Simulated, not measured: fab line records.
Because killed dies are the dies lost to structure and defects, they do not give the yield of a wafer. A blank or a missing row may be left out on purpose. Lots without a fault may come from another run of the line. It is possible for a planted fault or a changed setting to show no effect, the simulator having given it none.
Chamber matching + flow nand-harc + rie-diel-11 running NHARC_P_BONDPAD_STRIP_15: 4 sister chambers
The step strips in O2. 4 wafers are shown with their chamber, then 7 later ones without.

== WAFERS, EACH WITH ITS CHAMBER ==
| wafer  | chamber | drypump-motor-current-A (A) |
|--------|---------|-----------------------------|
| L660.1 | 3       | 4.9                         |
| L666.1 | 2       | 5.5                         |
| L667.4 | 0       | 6.5                         |
| L667.5 | 1       | 5.3                         |

== WAFERS WITHOUT THEIR CHAMBER ==
| wafer  | drypump-motor-current-A (A) |
|--------|-----------------------------|
| L667.6 | 6.6                         |
| L668.1 | 5.3                         |
| L668.3 | 6.5                         |
| L668.4 | 5.5                         |
| L675.1 | 5.5                         |
| L675.2 | 5.3                         |
| L675.5 | 4.9                         |

== EACH ONE'S CHAMBER ==
| wafer  | from the rows above | in truth |
|--------|---------------------|----------|
| L667.6 | 0                   | 0        |
| L668.1 | 1                   | 1        |
| L668.3 | 0                   | 0        |
| L668.4 | 2                   | 2        |
| L675.1 | 2                   | 2        |
| L675.2 | 1                   | 1        |
| L675.5 | 3                   | 3        |
Placed correctly: 7 of 7. From these rows, 0 cannot be placed. Wrongly placed: 0.
How it was worked out, from the rows above alone: a wafer's distance from a chamber is the root of the sum, over the readings, of the square of ((its reading less the chamber's mean) divided by the reading's scatter). If the next closest chamber is less than 2 further off than the closest, the wafer can't be placed; otherwise it belongs to the closest. A chamber's mean is the mean of its shown wafers. The scatter: with one shown wafer a chamber, the root of the mean of the squares of how far each hidden wafer lies from its nearest shown one.
